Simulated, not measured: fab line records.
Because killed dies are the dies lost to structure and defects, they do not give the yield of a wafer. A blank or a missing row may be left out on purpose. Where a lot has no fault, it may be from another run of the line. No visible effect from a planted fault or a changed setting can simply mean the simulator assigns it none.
Which tool was responsible?	flow n5 finfet	11 lots with 33 wafers sampled at 5 steps, on a route of 1938 steps

== WHAT EACH GAUGE READ, for each wafer ==
N5_BEOL_M10_THK_MEAS_53: measures by xrf. Usual: M10_THK typically reads 142.1 nm, with standard deviation 2.3.
lot	measured	on	M10_THK (nm)	flag
L724	day 11 00:17	film metro-02	143.2 146.7 144.4	
L722	day 11 01:06	film metro-01	141.9 138.9 139.8	
L725	day 11 04:46	film metro-01	145.8 141.8 142.8	
L726	day 11 13:18	film metro-01	143.5 146.0 144.4	
L729	day 12 03:08	film metro-01	140.4 139.3 138.2	
L728	day 12 04:41	film metro-01	140.7 142.6 145.1	
L727	day 12 11:31	film metro-02	148.1 143.4 143.5	
L734	day 13 23:17	film metro-01	143.6 143.5 144.7	
L737	day 14 03:53	film metro-02	140.7 142.2 144.8	
L738	day 14 12:34	film metro-02	143.5 140.3 144.1	
L736	day 14 16:30	film metro-02	137.9 137.1 138.3	

N5_BEOL_M10_INSPECT_58: inspects for defects (darkfield). Usual: raw defect count reads 66 (standard deviation 20).
lot	measured	on	raw defect count	flag
L724	day 11 00:27	defect inspect-01	92 74 45	
L722	day 11 01:16	defect inspect-01	23 53 51	
L725	day 11 04:55	defect inspect-01	71 86 82	
L726	day 11 13:28	defect inspect-01	51 46 43	
L729	day 12 03:17	defect inspect-02	59 46 55	
L728	day 12 04:51	defect inspect-01	51 72 61	
L727	day 12 11:41	defect inspect-01	63 60 49	
L734	day 13 23:27	defect inspect-01	74 81 80	
L737	day 14 04:03	defect inspect-02	45 84 36	
L738	day 14 12:43	defect inspect-01	47 68 56	
L736	day 14 16:40	defect inspect-01	56 88 44	

== EACH LOT AND THE TOOL THAT RAN IT (in order: tool; ch and the chambers of the sampled wafers; start) ==
lot	N5_BEOL_M10_ALD_74	N5_BEOL_M10_ECD_50	N5_BEOL_M10_CMP_52
L724	ald metal-02 ch 0,2,3, day 10 22:21	ecd cu-02 ch 0,1, day 10 23:25	cmp-02 ch 0,1,2, day 11 00:04
L722	ald metal-02 ch 0,1,3, day 10 23:29	ecd cu-01 ch 0,1, day 11 00:13	cmp-04 ch 0,1,2, day 11 00:50
L725	ald metal-01 ch 1,2, day 11 03:15	ecd cu-01 ch 0,1, day 11 03:56	cmp-02 ch 0,1,3, day 11 04:34
L726	ald metal-02 ch 0,1,3, day 11 11:48	ecd cu-01 ch 0,1, day 11 12:36	cmp-02 ch 1,2, day 11 13:00
L729	ald metal-04 ch 0,1,3, day 12 00:54	ecd cu-01 ch 0,1, day 12 01:48	cmp-02 ch 1,2,3, day 12 02:55
L728	ald metal-04 ch 0,2,3, day 12 01:44	ecd cu-02 ch 0,1, day 12 03:52	cmp-04 ch 1,2, day 12 04:24
L727	ald metal-01 ch 0,1,3, day 12 08:17	ecd cu-02 ch 0,1, day 12 10:41	cmp-02 ch 0,1,3, day 12 11:14
L734	ald metal-04 ch 1,2,3, day 13 20:10	ecd cu-01 ch 0,1, day 13 22:26	cmp-02 ch 0,1,2, day 13 23:02
L737	ald metal-02 ch 0,1, day 14 02:01	ecd cu-02 ch 0,1, day 14 02:47	cmp-02 ch 0,1,3, day 14 03:35
L738	ald metal-04 ch 0,3, day 14 10:33	ecd cu-01 ch 0,1, day 14 11:25	cmp-01 ch 0,1,3, day 14 12:20
L736	ald metal-01 ch 1,2, day 14 15:06	ecd cu-01 ch 0,1, day 14 15:48	cmp-01 ch 2,3, day 14 16:14
- N5_BEOL_M10_ALD_74: deposits TaN, target thk 2 nm, pulse time 2 s, purge time 3 s.
- N5_BEOL_M10_ECD_50: material Cu, target thk 318 nm.
- N5_BEOL_M10_CMP_52: polishes, stops on SiCOH lowk, t overpolish 7 s, target thk 140 nm.

== AS READ BY THE TOOLS THEMSELVES (means over the sampled wafers that have a number; for cases with no such wafer, the mark the record gives instead) ==
N5_BEOL_M10_ALD_74. Usual: heater power w 419 W, standard deviation 32; mfc carrier sccm 1500 sccm, standard deviation 4.1.
lot	tool	heater power w (W)	mfc carrier sccm (sccm)	flag
L724	ald metal-02	391	1498	
L722	ald metal-02	397	1504	
L725	ald metal-01	438	1505	
L726	ald metal-02	402	1497	
L729	ald metal-04	397	1503	
L728	ald metal-04	422	1504	
L727	ald metal-01	423	1499	
L734	ald metal-04	433	1501	
L737	ald metal-02	391	1497	
L738	ald metal-04	399	1494	
L736	ald metal-01	445	1499	

N5_BEOL_M10_CMP_52. Usual: edge zone pressure frac 1.000, standard deviation 0.0048; motor current A 5.7 A, standard deviation 0.53; retaining ring pressure frac 1.000, standard deviation 0.0052; time to endpoint s 67 s, standard deviation 3.3.
lot	tool	edge zone pressure frac	motor current A (A)	retaining ring pressure frac	time to endpoint s (s)	flag
L724	cmp-02	0.999	5.5	0.996	68	
L722	cmp-04	1.000	6.2	1.003	65	
L725	cmp-02	1.000	5.3	1.002	68	
L726	cmp-02	1.000	5.5	0.996	68	
L729	cmp-02	1.007	5.4	0.997	69	
L728	cmp-04	0.998	5.7	1.005	66	
L727	cmp-02	0.998	5.4	0.999	69	
L734	cmp-02	0.994	5.7	1.001	70	
L737	cmp-02	1.000	5.4	0.999	68	
L738	cmp-01	1.003	5.8	1.001	86	OFF
L736	cmp-01	0.999	6.4	1.001	86	OFF

== THE ANSWER, worked out from the rows above alone ==
Rule: a lot counts as off when the mean over its wafers that have a number is more than 3 standard deviations away from the usual mean. A lot without any number at a reading at which 4 lots or more have one is off too. The other lots that the step has rows for count as sound. After the gauges, taken in route order, come the tools' own readings; for these a lot's mean is taken, as printed above. At the first step where some lot is off, the reading lying furthest off is the one used; lots without a number count as furthest.
Off at N5_BEOL_M10_CMP_52 (time to endpoint s): L738, L736.
A tool fits if, at that step or a process step before it, it ran every lot that is off, and no sound lot after the first of them. This does not decide it: 2 tools fit, namely ecd cu-01 at N5_BEOL_M10_ECD_50 and cmp-01 at N5_BEOL_M10_CMP_52.

== WHAT HAD BEEN PUT IN BY THE SIMULATOR ==
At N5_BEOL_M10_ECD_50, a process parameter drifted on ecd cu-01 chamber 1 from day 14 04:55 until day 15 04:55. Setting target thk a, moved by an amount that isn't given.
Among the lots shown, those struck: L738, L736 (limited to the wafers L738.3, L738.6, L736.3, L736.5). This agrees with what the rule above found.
